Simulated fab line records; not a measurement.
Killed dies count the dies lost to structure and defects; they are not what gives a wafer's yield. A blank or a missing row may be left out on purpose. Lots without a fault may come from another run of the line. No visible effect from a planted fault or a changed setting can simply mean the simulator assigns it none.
Matching of chambers    flow n5Finfet    rieDiel-03 running N5_BEOL_M0_SAQP_ETCH_49: 4 sister chambers
The step etches SiO2 in CF4/O2, target depth 37 nm. 4 wafers are shown with their chamber, then 9 later ones without.

== EACH WAFER AND ITS CHAMBER ==
wafer   chamber  drypumpMotorCurrentA (A)
L088.1  2        5.5
L088.4  0        5.0
L090.2  1        5.3
L090.5  3        6.2

== WAFERS WITHOUT THEIR CHAMBER ==
wafer   drypumpMotorCurrentA (A)
L089.1  5.0
L089.4  5.5
L089.5  5.3
L092.1  5.3
L092.2  5.0
L092.3  5.5
L097.3  6.3
L097.5  5.3
L097.6  5.5

== THE CHAMBER EACH PASSED THROUGH ==
wafer   from the rows above  in truth
L089.1  0                    0
L089.4  2                    2
L089.5  1                    1
L092.1  1                    1
L092.2  0                    0
L092.3  2                    2
L097.3  3                    3
L097.5  1                    1
L097.6  2                    2
Correctly placed: 9 of 9. Number that these rows cannot place: 0. Wrongly placed: 0.
How it was worked out, from the rows above alone: a wafer's distance from a chamber is the root of the sum, over the readings, of the square of ((its reading less the chamber's mean) divided by the reading's scatter). If the next closest chamber is less than 2 further off than the closest, the wafer can't be placed; otherwise it belongs to the closest. A chamber's mean is the mean of its shown wafers. The scatter: root of mean squared gap, hidden wafer to nearest shown wafer, with one shown wafer a chamber.
